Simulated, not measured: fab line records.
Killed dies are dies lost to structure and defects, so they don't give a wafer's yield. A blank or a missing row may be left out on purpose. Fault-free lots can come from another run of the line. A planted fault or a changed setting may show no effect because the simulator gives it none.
fab line records / flow n5-finfet
record: lots: 4 wafers: 12 last-day: 17
route steps=1938 shown FIN_SAQP@149 FIN_CUT@154 BEOL_M4@1111
lots untouched by any fault: they come from a run of this same line in which no faults occurred
start-h: start of the lot's first displayed wafer, in hours after the record's first day / wait-h: hours since the lot's step before / " unchanged from the row above / L1.1+2: a row that stands for several wafers / - either no value or no given start / * or withheld: withheld / < > ~ a bound
route shown NAME@n: NAME is a module with steps in the file, n the number in the route of the first one / usual: mean/standard deviation of fault-free wafers / same: alike in all rows / chamber/n: place in a boat / sites: each site's reading / _std_site: how widely they spread, as a standard deviation / _edge_site: mean of outer sites minus mean of inner sites / radius-mm: how far each site lies from the wafer's centre / mask NAME#n: copy n / behind: the last tool/chamber to shape the wafer / hold: why the lot went on hold/how many hours it stayed there/how the hold came to an end / device: transistor that didn't switch, given as n, p or np / end of line: the same wafers' tests at the end of the route / a step given without rows: its recipe and nothing more / killed: dies lost to structure and defects at the first sort, not the wafer's yield / map: shows each die of a wafer: x if killed, . if not, _ if none is there
set.NAME: setting as actually run; set.NAME@STEP: the setting as run at that earlier step / model.NAME: the simulator's own value behind a step, which no gauge read
lots seen at some steps along the route; tables by step, rows by wafer
services: when a tool's chamber went out of use (start-h, in hours from the record's first day, below 0 if earlier), for how many hours, and the reason
== steps ==
step: N5_FIN_SAQP_PRECLEAN_38
recipe: chemistry: O3/DIW time-s: 45 temp-c: 22 o3-ppm: 10
step: N5_FIN_SAQP_PRECLEAN_45
recipe: chemistry: dHF time-s: 10 dilution: 500:1 temp-c: 25
step: N5_FIN_SAQP_SRD_39
recipe: dry: ipa-marangoni time-s: 30 temp-c: 23 rinse-liquid: diw
step: N5_FIN_CUT_COAT_18
recipe: resist: SOC temp-c: 250 time-s: 60 spin-rpm: 1500 resist-thk-nm: 230
step: N5_FIN_CUT_COAT_19
recipe: resist: SiARC temp-c: 220 time-s: 60 spin-rpm: 1500 resist-thk-nm: 20
step: N5_FIN_CUT_COAT_29
recipe: resist: underlayer temp-c: 205 time-s: 60 spin-rpm: 1500 resist-thk-nm: 10
step: N5_FIN_CUT_COAT_02
recipe: resist: CAR-EUV spin-rpm: 1500 resist-thk-nm: 30
step: N5_FIN_CUT_EBR_04
recipe: solvent: PGMEA ebr-width-mm: 1.5
step: N5_FIN_CUT_SOFTBAKE_03
recipe: temp-c: 110 time-s: 60 resist: CAR-EUV
step: N5_FIN_CUT_EXPOSE_05
recipe: mask-id: FIN_CUT na: 0.33 source-shape: annular sigma-inner: 0.35 sigma-outer: 0.8 polarization: unpolarized dose-mj: 45.75
usual: exposure-dose-mJ-cm2: 45.63/0.045
lot.wafer=L424.1 tool=euv-scanner-01 chamber=0 start-h=69.86 wait-h=- mask=FIN_CUT#0 exposure-dose-mJ-cm2=45.60
lot.wafer=L424.3 tool=euv-scanner-01 chamber=0 start-h=69.86 wait-h=- mask=FIN_CUT#0 exposure-dose-mJ-cm2=45.69
lot.wafer=L424.6 tool=euv-scanner-01 chamber=0 start-h=69.86 wait-h=- mask=FIN_CUT#0 exposure-dose-mJ-cm2=45.62
lot.wafer=L433.4 tool=euv-scanner-01 chamber=0 start-h=130.73 wait-h=- mask=FIN_CUT#0 exposure-dose-mJ-cm2=42.98
lot.wafer=L433.5 tool=euv-scanner-01 chamber=0 start-h=130.73 wait-h=- mask=FIN_CUT#0 exposure-dose-mJ-cm2=42.94
lot.wafer=L433.6 tool=euv-scanner-01 chamber=0 start-h=130.73 wait-h=- mask=FIN_CUT#0 exposure-dose-mJ-cm2=42.98
lot.wafer=L434.3 tool=euv-scanner-01 chamber=0 start-h=136.04 wait-h=- mask=FIN_CUT#0 exposure-dose-mJ-cm2=43.48
lot.wafer=L434.4 tool=euv-scanner-01 chamber=0 start-h=136.04 wait-h=- mask=FIN_CUT#0 exposure-dose-mJ-cm2=43.43
lot.wafer=L434.6 tool=euv-scanner-01 chamber=0 start-h=136.04 wait-h=- mask=FIN_CUT#0 exposure-dose-mJ-cm2=43.46
lot.wafer=L439.3 tool=euv-scanner-02 chamber=0 start-h=160.07 wait-h=- mask=FIN_CUT#0 exposure-dose-mJ-cm2=45.63
lot.wafer=L439.4 tool=euv-scanner-02 chamber=0 start-h=160.07 wait-h=- mask=FIN_CUT#0 exposure-dose-mJ-cm2=45.57
lot.wafer=L439.5 tool=euv-scanner-02 chamber=0 start-h=160.07 wait-h=- mask=FIN_CUT#0 exposure-dose-mJ-cm2=45.64
step: N5_FIN_CUT_PEB_06
recipe: peb-temp-c: 100 peb-time-s: 60 resist: CAR-EUV
step: N5_FIN_CUT_DEVELOP_07
recipe: develop-time-s: 30 developer: TMAH resist: CAR-EUV rinse-liquid: surfactant-rinse dry: air-spin dev-temp-c: 23
step: N5_FIN_CUT_CD_MEAS_08
recipe: target-cd-nm: 29.1 landing-energy-ev: 500 detector: se-inlens polarity: opening
usual: cd-nm: 29.09/0.22
lot.wafer=L424.1 tool=cd-sem-02 chamber=0 start-h=70.00 wait-h=- cd-nm=28.90
lot.wafer=L424.3 tool=cd-sem-02 chamber=0 start-h=70.00 wait-h=- cd-nm=29.34
lot.wafer=L424.6 tool=cd-sem-02 chamber=0 start-h=70.00 wait-h=- cd-nm=28.87
lot.wafer=L433.4 tool=cd-sem-02 chamber=0 start-h=130.84 wait-h=- cd-nm=28.20
lot.wafer=L433.5 tool=cd-sem-02 chamber=0 start-h=130.84 wait-h=- cd-nm=28.05
lot.wafer=L433.6 tool=cd-sem-02 chamber=0 start-h=130.84 wait-h=- cd-nm=28.35
lot.wafer=L434.3 tool=cd-sem-03 chamber=0 start-h=136.16 wait-h=- cd-nm=28.22
lot.wafer=L434.4 tool=cd-sem-03 chamber=0 start-h=136.16 wait-h=- cd-nm=28.15
lot.wafer=L434.6 tool=cd-sem-03 chamber=0 start-h=136.16 wait-h=- cd-nm=28.02
lot.wafer=L439.3 tool=cd-sem-02 chamber=0 start-h=160.19 wait-h=- cd-nm=29.06
lot.wafer=L439.4 tool=cd-sem-02 chamber=0 start-h=160.19 wait-h=- cd-nm=29.18
lot.wafer=L439.5 tool=cd-sem-02 chamber=0 start-h=160.19 wait-h=- cd-nm=28.93
step: N5_FIN_CUT_DESCUM_13
recipe: chemistry: O2 time-s: 7 source-power-w: 50 bias-power-w: 20 pressure-mtorr: 20 rf-frequency-hz: 2.712e+07 temp-c: 40 resist: CAR-EUV o2-flow-sccm: 225
step: N5_FIN_CUT_ETCH_30
recipe: chemistry: N2/H2 target: underlayer target-depth-a: 130 mask-material: CAR-EUV time-s: 10.4 ion-energy-ev: 200 pressure-mtorr: 30 source-w: 840 bias-w: 150 n2-flow-sccm: 200 h2-flow-sccm: 200 ends: cleared
usual: drypump-motor-current-A: 5.7/0.51 etch-rf-on-time-s: 10.51/0.15 oes-product-au: 0.65/0.061 rf-fwd-power-W: 819.2/2.6 rf-vpp-V: 523.5/2.6 showerhead-plenum-p-Torr: 2.53/0.087 throttle-valve-pct: 17.94/0.24
lot.wafer=L424.1 tool=rie-diel-02 chamber=2 start-h=70.16 wait-h=0.0 drypump-motor-current-A=5.0 etch-rf-on-time-s=10.67 oes-product-au=0.72 rf-fwd-power-W=816.5 rf-hours-counter-h=55 rf-vpp-V=520.4 showerhead-plenum-p-Torr=2.48 throttle-valve-pct=17.64 model.FIN_CUT.cd-offset-nm=0
lot.wafer=L424.3 tool=rie-diel-02 chamber=0 start-h=70.16 wait-h=0.0 drypump-motor-current-A=5.1 etch-rf-on-time-s=10.52 oes-product-au=0.59 rf-fwd-power-W=819.2 rf-hours-counter-h=238 rf-vpp-V=519.2 showerhead-plenum-p-Torr=2.41 throttle-valve-pct=18.43 model.FIN_CUT.cd-offset-nm=0
lot.wafer=L424.6 tool=rie-diel-02 chamber=2 start-h=70.16 wait-h=0.0 drypump-motor-current-A=5.1 etch-rf-on-time-s=10.78 oes-product-au=0.71 rf-fwd-power-W=821.3 rf-hours-counter-h=- rf-vpp-V=523.0 showerhead-plenum-p-Torr=2.48 throttle-valve-pct=17.64 model.FIN_CUT.cd-offset-nm=-0.2
lot.wafer=L433.4 tool=rie-diel-05 chamber=1 start-h=131.00 wait-h=0.0 drypump-motor-current-A=5.8 etch-rf-on-time-s=10.43 oes-product-au=0.65 rf-fwd-power-W=822.3 rf-hours-counter-h=161 rf-vpp-V=527.6 showerhead-plenum-p-Torr=2.65 throttle-valve-pct=18.12 model.FIN_CUT.cd-offset-nm=-0.8
lot.wafer=L433.5 tool=rie-diel-05 chamber=0 start-h=131.00 wait-h=0.0 drypump-motor-current-A=5.6 etch-rf-on-time-s=10.36 oes-product-au=0.60 rf-fwd-power-W=824.3 rf-hours-counter-h=- rf-vpp-V=522.2 showerhead-plenum-p-Torr=2.51 throttle-valve-pct=17.91 model.FIN_CUT.cd-offset-nm=-1
lot.wafer=L433.6 tool=rie-diel-05 chamber=1 start-h=131.00 wait-h=0.0 drypump-motor-current-A=5.8 etch-rf-on-time-s=10.42 oes-product-au=0.65 rf-fwd-power-W=820.2 rf-hours-counter-h=- rf-vpp-V=526.4 showerhead-plenum-p-Torr=2.65 throttle-valve-pct=18.12 model.FIN_CUT.cd-offset-nm=-0.8
lot.wafer=L434.3 tool=rie-diel-02 chamber=1 start-h=136.35 wait-h=0.0 drypump-motor-current-A=5.6 etch-rf-on-time-s=10.66 oes-product-au=0.64 rf-fwd-power-W=821.4 rf-hours-counter-h=144 rf-vpp-V=526.3 showerhead-plenum-p-Torr=2.66 throttle-valve-pct=18.07 model.FIN_CUT.cd-offset-nm=-1
lot.wafer=L434.4 tool=rie-diel-02 chamber=1 start-h=136.35 wait-h=0.0 drypump-motor-current-A=5.6 etch-rf-on-time-s=10.62 oes-product-au=0.64 rf-fwd-power-W=818.4 rf-hours-counter-h=- rf-vpp-V=527.8 showerhead-plenum-p-Torr=2.66 throttle-valve-pct=18.06 model.FIN_CUT.cd-offset-nm=-0.8
lot.wafer=L434.6 tool=rie-diel-02 chamber=2 start-h=136.35 wait-h=0.0 drypump-motor-current-A=5.1 etch-rf-on-time-s=10.52 oes-product-au=0.69 rf-fwd-power-W=817.5 rf-hours-counter-h=- rf-vpp-V=520.4 showerhead-plenum-p-Torr=2.47 throttle-valve-pct=17.66 model.FIN_CUT.cd-offset-nm=-1
lot.wafer=L439.3 tool=rie-diel-02 chamber=0 start-h=160.35 wait-h=0.0 drypump-motor-current-A=5.1 etch-rf-on-time-s=10.21 oes-product-au=0.81 rf-fwd-power-W=821.1 rf-hours-counter-h=7 rf-vpp-V=528.9 showerhead-plenum-p-Torr=2.72 throttle-valve-pct=18.02 model.FIN_CUT.cd-offset-nm=-0.2
lot.wafer=L439.4 tool=rie-diel-02 chamber=2 start-h=160.35 wait-h=0.0 drypump-motor-current-A=5.1 etch-rf-on-time-s=10.67 oes-product-au=0.68 rf-fwd-power-W=819.8 rf-hours-counter-h=84 rf-vpp-V=520.7 showerhead-plenum-p-Torr=2.47 throttle-valve-pct=17.67 model.FIN_CUT.cd-offset-nm=0
lot.wafer=L439.5 tool=rie-diel-02 chamber=2 start-h=160.35 wait-h=0.0 drypump-motor-current-A=5.1 etch-rf-on-time-s=10.68 oes-product-au=0.69 rf-fwd-power-W=819.7 rf-hours-counter-h=- rf-vpp-V=522.0 showerhead-plenum-p-Torr=2.47 throttle-valve-pct=17.69 model.FIN_CUT.cd-offset-nm=0
step: N5_FIN_CUT_ETCH_20
recipe: chemistry: CF4 target: SiARC target-depth-a: 260 mask-material: CAR-EUV time-s: 43.3 ion-energy-ev: 80 pressure-mtorr: 40 source-w: 545 bias-w: 36 Ar_flow_sccm: 100 cf4-flow-sccm: 100 ends: cleared
step: N5_FIN_CUT_ETCH_21
recipe: chemistry: N2/H2 target: SOC target-depth-a: 2190 overetch-a: 438 mask-material: SiARC temp-c: 40 ion-energy-ev: 100 bias-w: 61 time-s: 523.5 pressure-mtorr: 30 source-w: 850 n2-flow-sccm: 200 h2-flow-sccm: 200
step: N5_FIN_CUT_STRIP_23
recipe: chemistry: N2/H2 temp-c: 40 n2-flow-sccm: 200 h2-flow-sccm: 200 rf-frequency-hz: 6e+07
step: N5_FIN_CUT_STRIP_31
recipe: chemistry: N2/H2 temp-c: 40 n2-flow-sccm: 200 h2-flow-sccm: 200 rf-frequency-hz: 6e+07
step: N5_FIN_CUT_STRIP_24
recipe: chemistry: CF4 resist: SiARC power-w: 300 bias-power-w: 75 pressure-mtorr: 50 cf4-flow-sccm: 150 rf-frequency-hz: 6e+07
step: N5_FIN_CUT_CUT_ETCH_26
recipe: chemistry: CH3F/O2 target: SiNx target-depth-a: 390 mask-material: SOC time-s: 55.7 pressure-mtorr: 30 source-w: 395 bias-w: 73 Ar_flow_sccm: 150 CH3F_flow_sccm: 30 O2_flow_sccm: 20 ion-energy-ev: 120
step: N5_FIN_CUT_CUT_ETCH_27
recipe: chemistry: CHF3/O2 target: SiO2 target-depth-a: 40 mask-material: SOC overetch-a: 20 time-s: 4.9 pressure-mtorr: 30 source-w: 650 bias-w: 170 Ar_flow_sccm: 200 CHF3_flow_sccm: 50 O2_flow_sccm: 5 ion-energy-ev: 200
step: N5_FIN_CUT_PRECLEAN_35
recipe: time-s: 13.3 temp-c: 45 pressure-torr: 125 p-hf-torr: 3 p-coreactant-torr: 25 chemistry: vHF
step: N5_FIN_CUT_CUT_ETCH_15
recipe: chemistry: HBr/Cl2/O2 target: Si target-depth-a: 1000 bt-time-s: 10 mask-material: SOC time-s: 42.4 ion-energy-ev: * bias-w: * pressure-mtorr: 10 icp-w: 800 HBr_flow_sccm: 150 Cl2_flow_sccm: 80 O2_flow_sccm: 12
step: N5_FIN_CUT_CUT_ETCH_28
recipe: chemistry: HBr/Cl2/O2 target: Si target-depth-a: 60 mask-material: SOC time-s: 2.4 ion-energy-ev: * bias-w: * pressure-mtorr: 10 icp-w: 800 HBr_flow_sccm: 150 Cl2_flow_sccm: 80 O2_flow_sccm: 12
usual: drypump-motor-current-A: 5.8/0.32 oes-product-au: 0.994/0.019 rf-fwd-power-W: * throttle-valve-pct: 37.22/0.17
lot.wafer=L424.1 tool=rie-si-01 chamber=2 start-h=70.81 wait-h=0.0 drypump-motor-current-A=5.4 oes-product-au=0.973 rf-fwd-power-W=* rf-hours-counter-h=158 throttle-valve-pct=37.48 model.FIN_CUT.cd-offset-nm=0
lot.wafer=L424.3 tool=rie-si-01 chamber=3 start-h=70.81 wait-h=0.0 drypump-motor-current-A=6.0 oes-product-au=0.975 rf-fwd-power-W=* rf-hours-counter-h=100 throttle-valve-pct=37.01 model.FIN_CUT.cd-offset-nm=0
lot.wafer=L424.6 tool=rie-si-01 chamber=2 start-h=70.81 wait-h=0.0 drypump-motor-current-A=5.4 oes-product-au=0.963 rf-fwd-power-W=* rf-hours-counter-h=- throttle-valve-pct=37.48 model.FIN_CUT.cd-offset-nm=-0.4
lot.wafer=L433.4 tool=rie-si-01 chamber=1 start-h=131.65 wait-h=0.0 drypump-motor-current-A=6.2 oes-product-au=1.003 rf-fwd-power-W=* rf-hours-counter-h=179 throttle-valve-pct=37.19 model.FIN_CUT.cd-offset-nm=-0.6
lot.wafer=L433.5 tool=rie-si-01 chamber=0 start-h=131.65 wait-h=0.0 drypump-motor-current-A=6.0 oes-product-au=0.982 rf-fwd-power-W=* rf-hours-counter-h=- throttle-valve-pct=37.17 model.FIN_CUT.cd-offset-nm=-0.8
lot.wafer=L433.6 tool=rie-si-01 chamber=3 start-h=131.65 wait-h=0.0 drypump-motor-current-A=6.0 oes-product-au=0.971 rf-fwd-power-W=* rf-hours-counter-h=- throttle-valve-pct=37.00 model.FIN_CUT.cd-offset-nm=-0.8
lot.wafer=L434.3 tool=rie-si-05 chamber=0 start-h=137.00 wait-h=0.0 drypump-motor-current-A=6.0 oes-product-au=0.997 rf-fwd-power-W=* rf-hours-counter-h=126 throttle-valve-pct=37.27 model.FIN_CUT.cd-offset-nm=-1.2
lot.wafer=L434.4 tool=rie-si-05 chamber=1 start-h=137.00 wait-h=0.0 drypump-motor-current-A=5.3 oes-product-au=1.032 rf-fwd-power-W=* rf-hours-counter-h=151 throttle-valve-pct=37.07 model.FIN_CUT.cd-offset-nm=-0.6
lot.wafer=L434.6 tool=rie-si-05 chamber=3 start-h=137.00 wait-h=0.0 drypump-motor-current-A=5.6 oes-product-au=0.989 rf-fwd-power-W=* rf-hours-counter-h=- throttle-valve-pct=37.09 model.FIN_CUT.cd-offset-nm=-0.8
lot.wafer=L439.3 tool=rie-si-05 chamber=1 start-h=161.00 wait-h=0.0 drypump-motor-current-A=5.3 oes-product-au=1.029 rf-fwd-power-W=* rf-hours-counter-h=151 throttle-valve-pct=37.06 model.FIN_CUT.cd-offset-nm=0.8
lot.wafer=L439.4 tool=rie-si-05 chamber=0 start-h=161.00 wait-h=0.0 drypump-motor-current-A=6.0 oes-product-au=1.005 rf-fwd-power-W=* rf-hours-counter-h=126 throttle-valve-pct=37.27 model.FIN_CUT.cd-offset-nm=0.8
lot.wafer=L439.5 tool=rie-si-05 chamber=3 start-h=161.00 wait-h=0.0 drypump-motor-current-A=5.7 oes-product-au=0.993 rf-fwd-power-W=* rf-hours-counter-h=- throttle-valve-pct=37.10 model.FIN_CUT.cd-offset-nm=0.8
step: N5_FIN_CUT_STRIP_22
recipe: chemistry: N2/H2 power-w: 500 temp-c: 40 pressure-mtorr: 50 rf-frequency-hz: 6e+07 overash-fraction: 0.3 bias-power-w: 8 h2-frac: 0.5 n2-flow-sccm: 300 h2-flow-sccm: 300
step: N5_BEOL_M4_RC_MEAS_101
usual: DIBL_N: 36.3/1.2 DIBL_P: 36.7/1.5 IOFF_N: 0.164/0.02 IOFF_P: 0.214/0.024 ION_N: 673/8.5 ION_P: 461/5.9 SS_N: 71.6/0.44 SS_P: 73.3/0.55 VT_N: 249.4/2.4 VT_P: -250.0/2.3
lot.wafer=L424.1 tool=prober-02 chamber=0 start-h=225.24 wait-h=0.0 DIBL_N[mV/V]=36.0 DIBL_P[mV/V]=37.4 IOFF_N[nA/um]=0.166 IOFF_P[nA/um]=0.229 ION_N[uA/um]=679 ION_P[uA/um]=463 SS_N[mV/dec]=72.2 SS_P[mV/dec]=74.2 VT_N[mV]=249.7 VT_P[mV]=-249.9
lot.wafer=L424.3 tool=prober-02 chamber=0 start-h=225.24 wait-h=0.0 DIBL_N[mV/V]=35.3 DIBL_P[mV/V]=35.4 IOFF_N[nA/um]=0.146 IOFF_P[nA/um]=0.194 ION_N[uA/um]=658 ION_P[uA/um]=452 SS_N[mV/dec]=71.1 SS_P[mV/dec]=73.0 VT_N[mV]=253.7 VT_P[mV]=-250.4
lot.wafer=L424.6 tool=prober-02 chamber=0 start-h=225.24 wait-h=0.0 DIBL_N[mV/V]=35.4 DIBL_P[mV/V]=36.6 IOFF_N[nA/um]=0.150 IOFF_P[nA/um]=0.206 ION_N[uA/um]=672 ION_P[uA/um]=463 SS_N[mV/dec]=71.9 SS_P[mV/dec]=73.8 VT_N[mV]=250.6 VT_P[mV]=-251.1
lot.wafer=L433.4 tool=prober-02 chamber=0 start-h=269.64 wait-h=0.5 DIBL_N[mV/V]=35.1 DIBL_P[mV/V]=35.0 IOFF_N[nA/um]=0.141 IOFF_P[nA/um]=0.202 ION_N[uA/um]=673 ION_P[uA/um]=470 SS_N[mV/dec]=71.4 SS_P[mV/dec]=73.9 VT_N[mV]=250.7 VT_P[mV]=-248.7
lot.wafer=L433.5 tool=prober-02 chamber=0 start-h=269.64 wait-h=0.5 DIBL_N[mV/V]=36.4 DIBL_P[mV/V]=36.7 IOFF_N[nA/um]=0.170 IOFF_P[nA/um]=0.235 ION_N[uA/um]=684 ION_P[uA/um]=469 SS_N[mV/dec]=71.8 SS_P[mV/dec]=73.5 VT_N[mV]=247.5 VT_P[mV]=-247.0
lot.wafer=L433.6 tool=prober-02 chamber=0 start-h=269.64 wait-h=0.5 DIBL_N[mV/V]=36.2 DIBL_P[mV/V]=35.9 IOFF_N[nA/um]=0.164 IOFF_P[nA/um]=0.214 ION_N[uA/um]=674 ION_P[uA/um]=464 SS_N[mV/dec]=71.7 SS_P[mV/dec]=73.3 VT_N[mV]=249.1 VT_P[mV]=-249.4
lot.wafer=L434.3 tool=prober-02 chamber=0 start-h=283.15 wait-h=0.3 DIBL_N[mV/V]=36.9 DIBL_P[mV/V]=38.5 IOFF_N[nA/um]=0.214 IOFF_P[nA/um]=0.250 ION_N[uA/um]=692 ION_P[uA/um]=473 SS_N[mV/dec]=72.3 SS_P[mV/dec]=74.0 VT_N[mV]=243.5 VT_P[mV]=-248.5
lot.wafer=L434.4 tool=prober-02 chamber=0 start-h=283.15 wait-h=0.3 DIBL_N[mV/V]=36.1 DIBL_P[mV/V]=36.1 IOFF_N[nA/um]=0.174 IOFF_P[nA/um]=0.210 ION_N[uA/um]=674 ION_P[uA/um]=466 SS_N[mV/dec]=72.0 SS_P[mV/dec]=73.3 VT_N[mV]=249.3 VT_P[mV]=-251.5
lot.wafer=L434.6 tool=prober-02 chamber=0 start-h=283.15 wait-h=0.3 DIBL_N[mV/V]=36.5 DIBL_P[mV/V]=37.8 IOFF_N[nA/um]=0.187 IOFF_P[nA/um]=0.233 ION_N[uA/um]=680 ION_P[uA/um]=459 SS_N[mV/dec]=71.7 SS_P[mV/dec]=73.5 VT_N[mV]=244.2 VT_P[mV]=-249.7
lot.wafer=L439.3 tool=prober-02 chamber=0 start-h=303.10 wait-h=0.3 DIBL_N[mV/V]=37.8 DIBL_P[mV/V]=37.9 IOFF_N[nA/um]=0.176 IOFF_P[nA/um]=0.228 ION_N[uA/um]=681 ION_P[uA/um]=468 SS_N[mV/dec]=71.1 SS_P[mV/dec]=72.6 VT_N[mV]=248.3 VT_P[mV]=-247.1
lot.wafer=L439.4 tool=prober-02 chamber=0 start-h=303.10 wait-h=0.3 DIBL_N[mV/V]=37.9 DIBL_P[mV/V]=38.0 IOFF_N[nA/um]=0.180 IOFF_P[nA/um]=0.226 ION_N[uA/um]=679 ION_P[uA/um]=464 SS_N[mV/dec]=72.1 SS_P[mV/dec]=73.4 VT_N[mV]=246.9 VT_P[mV]=-251.0
lot.wafer=L439.5 tool=prober-02 chamber=0 start-h=303.10 wait-h=0.3 DIBL_N[mV/V]=38.6 DIBL_P[mV/V]=39.1 IOFF_N[nA/um]=0.198 IOFF_P[nA/um]=0.242 ION_N[uA/um]=687 ION_P[uA/um]=467 SS_N[mV/dec]=72.2 SS_P[mV/dec]=73.1 VT_N[mV]=246.9 VT_P[mV]=-250.7
== services ==
tool=rie-si-01 chamber=3 start-h=51.92 hours=8.0 kind=repair
tool=euv-scanner-02 chamber=- start-h=78.21 hours=4.6 kind=pm
tool=rie-diel-02 chamber=1 start-h=79.45 hours=2.7 kind=repair
tool=euv-scanner-01 chamber=- start-h=82.81 hours=1.0 kind=pm
tool=rie-diel-05 chamber=3 start-h=87.43 hours=14.2 kind=repair
tool=rie-diel-02 chamber=0 start-h=89.49 hours=2.7 kind=repair
tool=euv-scanner-01 chamber=- start-h=93.59 hours=4.6 kind=pm
tool=euv-scanner-02 chamber=- start-h=100.52 hours=1.0 kind=pm
tool=rie-diel-02 chamber=2 start-h=113.09 hours=5.5 kind=repair
tool=rie-diel-02 chamber=3 start-h=114.85 hours=2.7 kind=repair
tool=rie-diel-02 chamber=0 start-h=118.74 hours=- kind=clean
tool=rie-diel-02 chamber=0 start-h=118.74 hours=- kind=consumable-replace:focus-ring
tool=rie-diel-02 chamber=0 start-h=118.74 hours=- kind=consumable-replace:showerhead
tool=rie-diel-02 chamber=0 start-h=118.74 hours=18.6 kind=scheduled-down
tool=rie-diel-02 chamber=0 start-h=118.74 hours=18.6 kind=vent-cycle
tool=euv-scanner-01 chamber=- start-h=123.21 hours=0.5 kind=repair
tool=euv-scanner-02 chamber=- start-h=133.33 hours=5.8 kind=pm
tool=rie-diel-05 chamber=0 start-h=134.07 hours=5.7 kind=repair
tool=euv-scanner-01 chamber=- start-h=139.11 hours=1.0 kind=pm
tool=rie-diel-02 chamber=3 start-h=143.56 hours=- kind=clean
tool=rie-diel-02 chamber=3 start-h=143.56 hours=- kind=consumable-replace:focus-ring
tool=rie-diel-02 chamber=3 start-h=143.56 hours=16.6 kind=scheduled-down
tool=rie-diel-02 chamber=3 start-h=143.56 hours=16.6 kind=vent-cycle
tool=euv-scanner-02 chamber=- start-h=156.67 hours=1.0 kind=pm
== key ==
first-sign: step: N5_FIN_CUT_EXPOSE_05 reading: exposure-dose-mJ-cm2 direction: down sigmas: 54 usual: 45.63 struck: 43.21
effect: step: N5_FIN_CUT_CD_MEAS_08 reading: cd-nm direction: down sigmas: 4.2 usual: 29.09 struck: 28.17 through: control-loop
model-effect: step: N5_FIN_CUT_ETCH_30 value: FIN_CUT.cd-offset-nm without: 0.03333 struck: -0.9
model-effect: step: N5_FIN_CUT_CUT_ETCH_28 value: FIN_CUT.cd-offset-nm without: 0.1333 struck: -0.8
met-at N5_FIN_CUT_EXPOSE_05
struck-wafers L433.4,L433.5,L433.6,L434.3,L434.4,L434.6
loop-trim: step: N5_FIN_CUT_EXPOSE_05 setting: dose lots: L434
onset-between 69.86 130.73
fault: kind: process-parameter-drift tool: euv-scanner-01 chamber: - onset-h: 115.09 steps: N5_FIN_CUT_EXPOSE_05 channel: dose-mj offset: -2.7192 shape: step acts-in: these-recipes-only stated: 45.75
loop-trim: a control loop set the setting to another value than it would have without faults
